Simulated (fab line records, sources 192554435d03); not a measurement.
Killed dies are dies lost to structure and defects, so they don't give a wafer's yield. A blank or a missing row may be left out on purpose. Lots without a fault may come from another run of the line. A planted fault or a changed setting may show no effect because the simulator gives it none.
fab line records | flow n5_finfet | part 1 of 2: steps 1 to 4 of 6
record lots=22 wafers=66 last_day=18
route steps=1938 shown BEOL_M5@1162 BEOL_M6@1194
lots that met no fault: from a run of the same line without faults
start_h: hours from the record's first day to the start of the lot's first wafer shown | wait_h: hours since the lot's step before | " the same as in the row above | L1.1+2: a row that stands for several wafers | - no value, or no start given | * or withheld: withheld | < > ~ a bound
route shown NAME@n: a module of which the file shows steps, and the number in the route of the first | usual: mean/standard deviation of fault-free wafers | same: alike in all rows | chamber/n: place in a boat | sites: the reading at each site | _std_site: their standard deviation | _edge_site: outer sites' mean less inner sites' | radius_mm: how far each site lies from the wafer's centre | mask NAME#n: copy n | behind: the tool/chamber that last shaped the wafer | hold: why the lot was held/for how many hours/how that ended | device: the transistor (n, p or np) that didn't switch | end of line: the same wafers' tests at the end of the route | a step without rows: its recipe alone | killed: dies lost to structure and defects at the first sort, not the wafer's yield | map: a wafer's dies, x killed, . not, _ none there
set.NAME: the setting as run; set.NAME@STEP: as run at that earlier step | model.NAME: the simulator's own value behind a step, which no gauge read
steps of the route over a sample of lots; a table a step, a row a wafer
services: from which hour (start_h, from the record's first day; less than 0 if before it) a tool's chamber was out of use, for how many hours, and why
## steps
# step N5_BEOL_M5_STRIP_91
# recipe chemistry=N2/H2 time_s=10 power_w=450 temp_c=40 pressure_mtorr=20 rf_frequency_hz=6e+07 bias_power_w=7 n2_flow_sccm=200 h2_flow_sccm=200
# usual bias_power_w=6.999/0.02 chamber_pressure_mTorr=19.997/0.018 drypump_motor_current_A=5.6/0.35 oes_product_au=0.77/0.07 rf_vpp_V=59.1/0.92 showerhead_plenum_p_Torr=2.54/0.073 throttle_valve_pct=23.68/0.29
# columns lot.wafer tool chamber start_h wait_h bias_power_w chamber_pressure_mTorr drypump_motor_current_A oes_product_au rf_hours_counter_h rf_vpp_V showerhead_plenum_p_Torr throttle_valve_pct
L074.4 rie_diel-04 2 - - 6.993 20.033 6.1 0.74 162 59.6 2.63 23.58
L074.5 " 0 " " 6.971 19.986 5.9 0.71 - 58.1 2.50 23.25
L074.6 " 1 " " 7.023 20.003 5.8 0.83 - 60.1 2.47 23.67
L076.3 rie_diel-06 0 - - 6.965 19.995 5.1 0.69 227 57.7 2.61 23.36
L076.4 " 3 " " 7.019 20.002 5.5 0.75 182 58.0 2.43 24.09
L076.6 " 3 " " 7.023 20.030 5.5 0.75 - 58.7 2.43 24.10
L077.1 rie_diel-04 0 - - 7.007 19.982 5.9 0.70 219 57.0 2.50 23.24
L077.2 " 2 " " 6.957 20.011 6.1 0.73 165 59.9 2.63 23.56
L077.6 " 3 " " 6.992 20.011 5.4 0.74 - 59.5 2.65 23.88
L078.3 rie_diel-02 0 - - 7.013 19.983 5.5 0.93 17 58.8 2.61 24.01
L078.4 " 2 " " 6.973 19.979 5.5 0.70 206 58.3 2.54 23.90
L078.5 " 0 " " 6.993 20.032 5.5 0.92 - 59.8 2.61 23.99
L079.1 rie_diel-06 1 - - 6.980 20.005 5.3 0.78 146 58.4 2.54 23.70
L079.4 " 3 " " 6.980 20.002 5.6 0.74 188 57.7 2.43 24.11
L079.5 " 1 " " 7.009 19.986 5.3 0.78 - 60.1 2.54 23.71
L080.2 rie_diel-04 0 - - 6.999 20.021 5.9 0.70 222 59.5 2.50 23.27
L080.3 " 1 " " 7.014 19.982 5.8 0.82 98 59.9 2.46 23.68
L080.5 " 1 " " 7.017 20.024 5.9 0.82 - 58.1 2.46 23.68
L081.2 rie_diel-04 2 - - 7.016 19.981 6.1 0.72 171 58.9 2.62 23.58
L081.3 " 3 " " 7.001 19.976 5.4 0.73 178 60.3 2.64 23.87
L081.6 " 3 " " 6.993 20.010 5.4 0.73 - 59.1 2.64 23.88
L082.1 rie_diel-04 3 - - 6.974 19.986 5.4 0.74 179 59.3 2.64 23.90
L082.4 " 2 " " 6.967 19.996 6.1 0.72 172 59.3 2.62 23.59
L082.5 " 2 " " 6.986 19.990 6.1 0.73 - 60.3 2.62 23.58
L083.1 rie_diel-06 3 - - 7.008 19.983 5.5 0.74 196 58.9 2.43 24.11
L083.3 " 0 " " 7.007 19.981 5.1 0.69 240 59.6 2.61 23.35
L083.4 " 2 " " 6.986 20.011 6.0 0.85 66 59.3 2.47 23.58
L084.1 rie_diel-04 2 - - 6.969 19.993 6.1 0.72 176 58.8 2.62 23.59
L084.3 " 3 " " 7.026 20.009 5.4 0.73 183 60.3 2.64 23.90
L084.6 " 3 " " 7.006 19.986 5.4 0.73 - 58.8 2.64 23.88
L085.1 rie_diel-04 0 - - 7.000 20.003 5.9 0.69 231 59.6 2.50 23.26
L085.4 " 3 " " 6.998 20.000 5.4 0.73 184 59.3 2.64 23.90
L085.5 " 1 " " 7.023 19.962 5.8 0.80 - 58.8 2.46 23.71
L088.2 rie_diel-06 1 - - 7.002 19.999 5.3 0.76 162 59.5 2.53 23.71
L088.3 " 2 " " 7.007 19.987 6.0 0.83 73 58.5 2.47 23.58
L088.4 " 0 " " 6.989 19.951 5.1 0.69 248 58.9 2.61 23.38
L089.2 rie_diel-02 0 - - 6.981 20.028 5.5 0.88 33 59.8 2.60 24.02
L089.3 " 1 " " 7.026 20.002 6.1 0.85 65 59.1 2.58 24.15
L089.4 " 2 " " 6.984 19.996 5.5 0.68 223 59.5 2.53 23.93
L087.1 rie_diel-04 3 - - 6.985 19.967 5.4 0.72 190 57.9 2.64 23.92
L087.3 " 2 " " 7.010 19.965 6.1 0.71 183 60.7 2.62 23.59
L087.5 " 2 " " 7.002 19.982 6.1 0.72 - 59.8 2.62 23.60
L090.1 rie_diel-06 1 - - 7.020 19.991 5.3 0.75 166 59.7 2.53 23.71
L090.3 " 2 " " 7.013 19.974 6.0 0.82 78 60.0 2.47 23.60
L090.4 " 1 " " 7.029 19.999 5.3 0.75 - 58.8 2.53 23.72
L091.3 rie_diel-02 2 - - 7.003 19.970 5.6 0.69 227 60.8 2.53 23.93
L091.4 " 0 " " 7.007 20.010 5.5 0.89 38 60.0 2.60 24.01
L091.5 " 3 " " 7.000 19.972 5.2 0.80 - 58.2 2.58 23.46
L093.1 rie_diel-06 0 - - 7.029 19.963 5.1 0.96 9 60.4 2.60 23.05
L093.4 " 2 " " 6.991 19.998 6.0 0.81 91 60.0 2.46 23.59
L093.5 " 0 " " 6.972 20.017 5.1 0.97 - 59.3 2.60 23.07
L092.4 rie_diel-06 2 - - 6.996 20.007 6.0 0.81 91 60.2 2.46 23.61
L092.5 " 2 " " 7.031 20.000 6.0 0.80 - 59.5 2.46 23.60
L092.6 " 1 " " 7.037 20.017 5.4 0.74 - 59.3 2.53 23.73
L097.2 rie_diel-02 0 - - 7.027 20.004 5.5 0.87 50 58.9 2.59 24.04
L097.3 " 2 " " 7.031 20.011 5.6 0.68 236 58.4 2.53 23.94
L097.5 " 0 " " 6.992 20.015 5.5 0.87 - 59.3 2.59 24.04
L094.1 rie_diel-06 2 - - 6.974 20.014 6.0 0.80 92 58.7 2.46 23.62
L094.2 " 1 " " 6.990 20.019 5.3 0.74 182 60.5 2.53 23.74
L094.4 " 0 " " 6.941 20.015 5.1 0.96 10 59.5 2.60 23.07
L095.2 rie_diel-06 2 - - 7.015 19.969 6.0 0.81 93 59.7 2.46 23.60
L095.3 " 0 " " 7.013 19.994 5.1 0.96 11 58.5 2.60 23.06
L095.6 " 1 " " 7.011 20.010 5.3 0.74 - 59.6 2.53 23.74
L096.3 rie_diel-06 0 - - 6.967 19.964 5.1 0.94 16 58.5 2.60 23.06
L096.4 " 2 " " 6.969 20.007 6.0 0.79 97 59.1 2.46 23.61
L096.5 " 3 " " 6.977 19.977 5.6 0.72 - 56.8 2.42 24.15
# step N5_BEOL_M5_CD_MEAS_35
# recipe target_cd_nm=28 target_cd_y_nm=24 polarity=opening
# usual cd_nm=28.0/0.35
# columns lot.wafer tool chamber start_h wait_h cd_nm
L074.4 cd_sem-03 - 181.16 0.0 27.7
L074.5 " - " " 28.3
L074.6 " - " " 27.8
L076.3 cd_sem-03 - 181.34 0.0 27.9
L076.4 " - " " 27.2
L076.6 " - " " 28.0
L077.1 cd_sem-01 - 192.17 0.0 27.7
L077.2 " - " " 27.9
L077.6 " - " " 27.8
L078.3 cd_sem-03 - 198.49 0.0 27.8
L078.4 " - " " 27.7
L078.5 " - " " 27.9
L079.1 cd_sem-02 - 198.60 0.0 27.8
L079.4 " - " " 28.3
L079.5 " - " " 27.9
L080.2 cd_sem-02 - 202.95 0.0 28.5
L080.3 " - " " 27.6
L080.5 " - " " 28.3
L081.2 cd_sem-02 - 217.78 0.0 27.9
L081.3 " - " " 27.8
L081.6 " - " " 27.8
L082.1 cd_sem-02 - 222.27 0.0 28.5
L082.4 " - " " 28.3
L082.5 " - " " 28.1
L083.1 cd_sem-03 - 226.23 0.0 27.3
L083.3 " - " " 28.0
L083.4 " - " " 27.9
L084.1 cd_sem-02 - 234.54 0.0 27.9
L084.3 " - " " 28.4
L084.6 " - " " 27.5
L085.1 cd_sem-03 - 241.87 0.0 28.2
L085.4 " - " " 27.7
L085.5 " - " " 28.0
L088.2 cd_sem-03 - 252.18 0.0 28.0
L088.3 " - " " 27.8
L088.4 " - " " 28.2
L089.2 cd_sem-01 - 255.49 0.0 28.0
L089.3 " - " " 27.4
L089.4 " - " " 27.7
L087.1 cd_sem-01 - 258.32 0.0 28.2
L087.3 " - " " 27.2
L087.5 " - " " 28.0
L090.1 cd_sem-02 - 261.50 0.0 28.3
L090.3 " - " " 28.2
L090.4 " - " " 28.3
L091.3 cd_sem-02 - 266.89 0.0 28.2
L091.4 " - " " 28.0
L091.5 " - " " 27.8
L093.1 cd_sem-03 - 301.33 0.0 27.8
L093.4 " - " " 28.7
L093.5 " - " " 28.2
L092.4 cd_sem-03 - 301.95 0.0 28.3
L092.5 " - " " 28.4
L092.6 " - " " 28.6
L097.2 cd_sem-01 - 304.84 0.0 28.2
L097.3 " - " " 27.9
L097.5 " - " " 28.3
L094.1 cd_sem-02 - 305.20 0.0 27.6
L094.2 " - " " 27.3
L094.4 " - " " 28.4
L095.2 cd_sem-03 - 309.11 0.0 27.8
L095.3 " - " " 28.3
L095.6 " - " " 28.2
L096.3 cd_sem-03 - 326.36 0.0 27.5
L096.4 " - " " 28.2
L096.5 " - " " 28.0
# step N5_BEOL_M5_ALD_86
# recipe material=TaN target_thk_a=* temp_c=275 ald_precursor_family=PDMAT ald_co_reactant=NH3 pressure_torr=3 carrier_flow_sccm=1500 pulse_time_s=2 purge_time_s=3 co_reactant_purge_time_s=2 co_reactant_pulse_time_s=3 ald_cycles=30 precursor_vessel_temp_c=75 precursor_vessel_pressure_torr=26.25 precursor_vessel_carrier_sccm=1000
# usual heater_power_w=426/36 susceptor_temp_C=275.00/0.2
# same ald_cycles=30 pulse_time_s=2
# columns lot.wafer tool chamber start_h wait_h heater_power_w susceptor_temp_C
L074.4 ald_metal-04 0 181.64 0.0 449 274.93
L074.5 " 2 " " 429 274.78
L074.6 " 1 " " 467 274.93
L076.3 ald_metal-04 3 181.93 0.0 422 274.81
L076.4 " 2 " " 440 275.13
L076.6 " 2 " " 433 274.86
L077.1 ald_metal-03 3 192.84 0.0 326 274.71
L077.2 " 1 " " 465 274.94
L077.6 " 3 " " 332 275.06
L078.3 ald_metal-03 1 199.13 0.0 456 274.57
L078.4 " 0 " " 417 275.05
L078.5 " 2 " " 401 274.95
L079.1 ald_metal-04 0 199.14 0.0 442 275.03
L079.4 " 0 " " 440 275.21
L079.5 " 1 " " 475 274.81
L080.2 ald_metal-03 3 204.21 0.0 319 274.96
L080.3 " 2 " " 391 275.18
L080.5 " 0 " " 415 275.15
L081.2 ald_metal-04 0 218.42 0.0 443 275.35
L081.3 " 1 " " 474 274.98
L081.6 " 1 " " 474 274.90
L082.1 ald_metal-04 0 222.96 0.0 441 274.91
L082.4 " 3 " " 416 275.08
L082.5 " 1 " " 481 275.01
L083.1 ald_metal-04 1 226.78 0.1 477 275.01
L083.3 " 2 " " 420 275.05
L083.4 " 0 " " 421 275.01
L084.1 ald_metal-04 0 236.77 0.0 431 275.01
L084.3 " 1 " " 491 275.37
L084.6 " 3 " " 418 274.96
L085.1 ald_metal-03 3 242.54 0.0 321 274.89
L085.4 " 1 " " 466 274.82
L085.5 " 0 " " 401 274.86
L088.2 ald_metal-04 1 252.94 0.0 476 274.94
L088.3 " 0 " " 432 274.56
L088.4 " 3 " " 424 275.09
L089.2 ald_metal-01 1 256.05 0.0 393 274.96
L089.3 " 2 " " 427 275.21
L089.4 " 3 " " 434 274.91
L087.1 ald_metal-01 3 259.06 0.0 445 275.19
L087.3 " 2 " " 422 275.08
L087.5 " 2 " " 427 275.22
L090.1 ald_metal-01 1 262.27 0.0 397 274.87
L090.3 " 3 " " 441 274.59
L090.4 " 2 " " 428 274.89
L091.3 ald_metal-03 2 268.02 0.1 388 274.67
L091.4 " 3 " " 328 274.92
L091.5 " 3 " " 323 274.80
L093.1 ald_metal-04 3 302.44 0.0 424 274.72
L093.4 " 1 " " 473 274.99
L093.5 " 2 " " 434 274.66
L092.4 ald_metal-04 0 302.75 0.0 437 275.19
L092.5 " 2 " " 426 274.85
L092.6 " 3 " " 421 274.85
L097.2 ald_metal-03 2 306.00 0.0 399 274.88
L097.3 " 1 " " 469 274.81
L097.5 " 0 " " 416 275.05
L094.1 ald_metal-04 0 306.22 0.1 435 274.88
L094.2 " 3 " " 421 274.99
L094.4 " 2 " " 435 275.12
L095.2 ald_metal-01 0 310.03 0.0 434 274.69
L095.3 " 1 " " 409 275.12
L095.6 " 0 " " 433 274.74
L096.3 ald_metal-04 2 326.96 0.1 426 275.22
L096.4 " 0 " " 433 275.19
L096.5 " 0 " " 441 274.95
# step N5_BEOL_M5_SPUTTER_90
# recipe material=Cu target_thk_a=45 temp_c=-20 chamber_pressure_pa=0.07 power_w=withheld time_s=8.29
# usual chuck_gas_flow_sccm=1.25/0.054 chuck_sensor_temp_C=-16.0/0.42 susceptor_temp_C=-20.01/0.12 throttle_valve_pct=30.3/1.1
# columns lot.wafer tool chamber start_h wait_h chuck_gas_flow_sccm chuck_sensor_temp_C susceptor_temp_C throttle_valve_pct
L074.4 pvd_sputter-02 - 186.57 0.5 1.28 -15.9 -19.77 30.7
L074.5 " - " " 1.27 -16.4 -19.88 31.1
L074.6 " - " " 1.28 -15.9 -19.87 30.7
L076.3 pvd_sputter-03 - 186.85 0.5 1.26 -15.3 -20.01 28.9
L076.4 " - " " 1.25 -16.4 -20.04 31.6
L076.6 " - " " 1.21 -15.3 -20.01 28.9
L077.1 pvd_sputter-02 - 198.04 0.5 1.30 -15.2 -19.81 31.0
L077.2 " - " " 1.28 -16.0 -20.18 30.5
L077.6 " - " " 1.30 -15.8 -20.08 30.8
L078.3 pvd_sputter-02 - 203.99 0.5 1.29 -16.1 -19.93 29.6
L078.4 " - " " 1.27 -15.3 -20.01 31.2
L078.5 " - " " 1.26 -16.2 -20.03 31.0
L079.1 pvd_sputter-01 - 204.06 0.5 1.24 -16.5 -20.13 31.2
L079.4 " - " " 1.33 -16.0 -19.99 29.0
L079.5 " - " " 1.26 -16.0 -20.16 28.7
L080.2 pvd_sputter-03 - 209.70 0.6 1.25 -15.6 -19.97 29.5
L080.3 " - " " 1.23 -16.5 -20.02 31.5
L080.5 " - " " 1.27 -15.8 -20.06 29.2
L081.2 pvd_sputter-03 - 223.24 0.5 1.28 -15.9 -19.92 29.3
L081.3 " - " " 1.30 -15.2 -19.88 29.2
L081.6 " - " " 1.32 -16.4 -20.07 31.6
L082.1 pvd_sputter-01 - 227.88 0.5 1.30 -16.0 -20.03 28.7
L082.4 " - " " 1.24 -16.3 -19.96 29.4
L082.5 " - " " 1.28 -16.4 -20.17 29.5
L083.1 pvd_sputter-03 - 233.77 0.5 1.32 -16.0 -19.98 29.3
L083.3 " - " " 1.13 -16.4 -19.95 31.6
L083.4 " - " " 1.23 -16.5 -20.17 31.6
L084.1 pvd_sputter-02 - 241.71 0.5 1.33 -16.3 -20.20 31.2
L084.3 " - " " 1.22 -16.2 -20.09 29.6
L084.6 " - " " 1.33 -16.2 -19.99 29.2
L085.1 pvd_sputter-02 - 247.67 0.5 1.27 -15.6 -19.87 31.2
L085.4 " - " " 1.28 -16.3 -19.95 31.1
L085.5 " - " " 1.18 -15.9 -20.07 31.0
L088.2 pvd_sputter-03 - 257.73 0.5 1.29 -16.4 -20.04 31.6
L088.3 " - " " 1.20 -15.3 -19.96 28.7
L088.4 " - " " 1.39 -15.7 -19.86 29.1
L089.2 pvd_sputter-02 - 260.84 0.5 1.23 -16.2 -20.15 29.6
L089.3 " - " " 1.25 -16.3 -19.98 31.1
L089.4 " - " " 1.31 -15.2 -20.01 31.1
L087.1 pvd_sputter-01 - 264.41 0.5 1.28 -16.6 -20.00 30.9
L087.3 " - " " 1.29 -16.4 -20.11 29.5
L087.5 " - " " 1.17 -16.4 -20.00 29.5
L090.1 pvd_sputter-02 - 267.18 0.5 1.12 -15.8 -19.98 30.6
L090.3 " - " " 1.17 -16.3 -19.90 30.9
L090.4 " - " " 1.25 -16.1 -20.03 29.5
L091.3 pvd_sputter-01 - 273.00 0.5 1.20 -15.9 -20.03 28.9
L091.4 " - " " 1.24 -16.5 -19.93 31.0
L091.5 " - " " 1.20 -16.4 -20.02 31.1
L093.1 pvd_sputter-02 - 307.31 0.5 1.23 -15.8 -20.02 30.8
L093.4 " - " " 1.19 -15.3 -20.04 31.0
L093.5 " - " " 1.31 -16.3 -20.04 31.2
L092.4 pvd_sputter-03 - 307.78 0.5 1.29 -15.3 -20.01 28.9
L092.5 " - " " 1.15 -16.5 -20.21 31.4
L092.6 " - " " 1.15 -15.8 -20.02 29.6
L097.2 pvd_sputter-01 - 311.25 0.5 1.24 -16.5 -20.06 31.2
L097.3 " - " " 1.24 -15.9 -19.81 29.0
L097.5 " - " " 1.31 -15.9 -19.93 29.0
L094.1 pvd_sputter-02 - 311.82 0.5 1.31 -15.8 -20.06 31.2
L094.2 " - " " 1.28 -15.2 -19.83 31.4
L094.4 " - " " 1.32 -16.2 -20.14 29.6
L095.2 pvd_sputter-03 - 315.13 0.5 1.24 -16.3 -19.98 31.8
L095.3 " - " " 1.30 -15.7 -19.98 29.1
L095.6 " - " " 1.26 -15.3 -20.03 28.8
L096.3 pvd_sputter-03 - 332.42 0.5 1.30 -16.4 -19.95 31.7
L096.4 " - " " 1.19 -16.0 -20.09 29.3
L096.5 " - " " 1.25 -16.4 -20.18 31.4
